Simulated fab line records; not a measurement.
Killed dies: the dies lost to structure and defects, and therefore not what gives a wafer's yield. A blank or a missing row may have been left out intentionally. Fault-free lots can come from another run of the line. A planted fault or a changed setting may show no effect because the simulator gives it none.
Struck lot and sound lot, side by side :: flow n5 finfet :: 15 steps out of a route of 1938
Sound: the wafers L848.1, L848.4, L848.6. Struck: wafers L854.1, L854.2, L854.6. Last of all comes the cause.
For every step that has rows: the tool of each side, followed by ch and its chambers, followed by its first start. Under that, the readings that differ: sound wafers :: struck wafers :: difference of the means :: sigmas: that difference in standard deviations of wafers without a fault.
alike: a reading whose means differ by less than 2 such deviations, as well as words and numbers matching on both sides. not compared: withheld readings; readings where some wafer has no value; bounds like >300 that might hide an equal value; numbers whose values overlap and for which the record gives no deviation.
Wherever a step has rows on one side only, a row that says differs or no value, or a row with sigmas, the two part there. Non-overlapping numbers with no deviation appear without sigmas and do not part them. A reading missing from all wafers of one side parts the sides only when that side holds two or more wafers.

N5_BEOL_M6_OCD_MEAS_38:
  struck on ocd-02, day 13 19:59; sound on ocd-02, day 12 10:07
  alike: trench depth nm
then, 4 steps without rows for these wafers: N5_BEOL_M6_HM_STRIP_39 (strips TiN in peroxide tin strip, target depth 25 nm, time 158 s); N5_BEOL_M6_SRD_40 (time 30 s); N5_BEOL_M6_PRECLEAN_42 (cleans in residue remover, time 60 s); N5_BEOL_M6_SRD_43 (time 30 s).
N5_BEOL_M6_CD_MEAS_35: target cd 40 nm, target cd y 28 nm.
  struck on cd sem-02, day 13 20:08; sound on cd sem-02, day 12 10:16
reading: cd nm (nm)
sound: 41.4 41.4 41.0
struck: 39.8 39.5 39.8
difference: -1.6
sigmas: -2
N5_BEOL_M6_CURE_75: cures SiCOH lowk, time 120 s.
  sound on uv cure-02 ch 2, day 12 10:47; struck on uv cure-01 ch 1, day 13 20:11
  alike: lamp power pct, wafer_temp_C_max
N5_BEOL_M6_DEGAS_44: time 60 s.
  struck on pvd sputter-03, day 13 20:37; sound on pvd sputter-03, day 12 11:08
  alike: heater power w
N5_BEOL_M6_PRE_CLEAN_45: time 30 s.
  struck on pvd sputter-03, day 13 20:40; sound on pvd sputter-03, day 12 11:11
  alike: heater power w
N5_BEOL_M6_ALD_77: deposits TaN, target thk 2 nm, pulse time 2 s, purge time 3 s.
  sound on ald metal-04 ch 0,3, day 12 11:14; struck on ald metal-04 ch 0,1,2, day 13 20:44
  alike: chamber pressure Torr, heater power outer w, heater power w, precursor vessel carrier sccm, precursor vessel temp c
N5_BEOL_M6_SURFACE_TREAT_79:
  struck on pvd sputter-02, day 13 22:38; sound on pvd sputter-03, day 12 11:37
  not compared: throttle valve pct
then, 1 step without rows for these wafers: N5_BEOL_M6_CVD_78 (deposits Co from CCTBA/H2, target thk 2 nm, time 142.3 s).
N5_BEOL_M6_SPUTTER_48: material Cu, target thk 10 nm, time 1.667 s.
  struck on pvd sputter-03, day 13 23:10; sound on pvd sputter-03, day 12 11:52
reading: cathode dc power W (W)
sound: 25997 25990 26004
struck: 28204 28202 28202
difference: +2206
sigmas: +99 or more
  alike: throttle valve pct
then, 1 step without rows for these wafers: N5_BEOL_M6_ECD_50 (material Cu, target thk 300 nm).
-- record jumps: 3 days separate the struck wafers' starts on either side; left off in module BEOL_M6, taken up again in module PASSIVATION, whose first shown step is the route's number 1936 --
N5_PASSIVATION_PROBE_49:
  record: rows for the struck wafers here (prober-02, day 17 05:38), none for the sound ones

== WHERE THEY PART ==
Last at N5_PASSIVATION_PROBE_49 as far as this record goes, first at N5_BEOL_M6_CD_MEAS_35.

WHY: the cause the simulator had injected
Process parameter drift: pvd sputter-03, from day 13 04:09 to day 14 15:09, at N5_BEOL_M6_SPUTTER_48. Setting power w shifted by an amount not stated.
